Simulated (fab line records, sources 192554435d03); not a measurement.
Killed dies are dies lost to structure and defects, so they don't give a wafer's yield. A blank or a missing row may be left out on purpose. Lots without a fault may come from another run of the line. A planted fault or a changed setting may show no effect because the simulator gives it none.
Split-lot experiment | flow n5_finfet | 7 lots, 21 wafers read, on a route of 1938 steps

THE SPLIT
At N5_BEOL_M0_SAQP_PECVD_00 (deposits SiCN from 3MS/NH3, target thk 8 nm, time 14 s), the setting time_s was moved away from the recipe's 14 s on 8 of the 21 wafers read, by -8.6% to +12.1%. The other wafers ran this setting at the recipe's value.

The reading is taken at the split's own step.

THE READING
SiCN_of_BEOL_M0_SAQP_PECVD_00.thk_nm (the simulator's own value, which no gauge read), in nm, at N5_BEOL_M0_SAQP_PECVD_00 (deposits SiCN from 3MS/NH3, target thk 8 nm, time 14 s). The file gives no usual value for it. The 13 wafers here that ran the recipe average 8.0 nm, standard deviation 0.095 nm.

wafer  | tool, chamber at the split | time_s as run, s | against the recipe | SiCN_of_BEOL_M0_SAQP_PECVD_00.thk_nm, nm | against lot-mates on the recipe
L076.3 | pecvd-04, 2                | 12.8             | -8.6%              | 7.4                                      | -0.6
L076.5 | pecvd-04, 1,2              | 14               | recipe             | 8                                        | -
L076.6 | pecvd-04, 1,2              | 14               | recipe             | 8                                        | -
L080.2 | pecvd-01, 1                | 15.58            | +11.3%             | 8.8                                      | +0.8
L080.5 | pecvd-01, 1                | 15.58            | +11.3%             | 8.8                                      | +0.8
L080.6 | pecvd-01, 2                | 14               | recipe             | 8                                        | -
L082.3 | pecvd-04, 1                | 13.29            | -5.1%              | 7.4                                      | -0.6
L082.5 | pecvd-04, 1,2              | 14               | recipe             | 8                                        | -
L082.6 | pecvd-04, 1,2              | 14               | recipe             | 8                                        | -
L084.1 | pecvd-04, 1                | 14               | recipe             | 8                                        | -
L084.2 | pecvd-04, 2                | 14.7             | +5.0%              | 8.4                                      | +0.3
L084.6 | pecvd-04, 0                | 14               | recipe             | 8.2                                      | -
L094.1 | pecvd-03, 2                | 14               | recipe             | 7.8                                      | -
L094.5 | pecvd-03, 2                | 14               | recipe             | 7.8                                      | -
L094.4 | pecvd-03, 1                | 14               | recipe             | 8                                        | -
L089.1 | pecvd-01, 0                | 15.7             | +12.1%             | 8.8                                      | no lot-mate on the recipe
L089.6 | pecvd-01, 0                | 15.7             | +12.1%             | 8.8                                      | no lot-mate on the recipe
L089.4 | pecvd-01, 1                | 15.7             | +12.1%             | 9                                        | no lot-mate on the recipe
L091.3 | pecvd-01, 0,1,0            | 14               | recipe             | 8                                        | -
L091.4 | pecvd-01, 0,1,0            | 14               | recipe             | 8                                        | -
L091.5 | pecvd-01, 0,1,0            | 14               | recipe             | 8                                        | -
Where a row lists several chambers, the file gives one row for several wafers and doesn't say which wafer went through which chamber.

THE FIT
A straight line over all 21 wafers: SiCN_of_BEOL_M0_SAQP_PECVD_00.thk_nm changes by +0.0744 nm for each +1% of time_s; r = +0.98; the points scatter about the line by 0.1 nm.
The same after taking each lot's own level away (the mean of its wafers on the recipe; 18 wafers): +0.0739 nm for each +1%; r = +0.98; scatter 0.079 nm.
On that fit, the largest move of time_s shifts the reading by 0.9 nm.
The lots' own levels span 7.87 to 8.10 nm, that is 2.5 times the standard deviation above.
So the lot-to-lot level changes the slope little: the two slopes agree.
Check: with one of the wafers moved furthest among these (+11.3%) left out of the fit, the line predicts +0.824 nm for it against its lot-mates. It came out at +0.8 nm against them.

OTHER SPLITS ON THESE WAFERS
These wafers also went through other splits before the reading. Each is held against what the fit with the lots' levels taken away leaves over:
other split on the same wafers               | wafers away from the commonest value | r with SiCN_of_BEOL_M0_SAQP_PECVD_00.thk_nm (lot level and that fit taken away)
N5_ZERO_LAYER_EXPOSE_08 dose_mj              | 3                                    | +0.46
N5_ZERO_LAYER_DEVELOP_10 develop_time_s      | 4                                    | -0.13
N5_FIN_SAQP_SPACER1_ALD_24 temp_c            | 6                                    | +0.18
N5_DUMMY_GATE_DESCUM_20 time_s               | 6                                    | +0.18
N5_GATE_CUT_ALD_22 ald_cycles                | 7                                    | +0.01
N5_MOL_CONTACT_COAG_CONTACT_ETCH_14 source_w | 9                                    | +0.13

THE FILE'S OWN FIT
SiCN_of_BEOL_M0_SAQP_PECVD_00.thk_nm changes by +0.0744 nm for each +1% of time_s, r = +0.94.
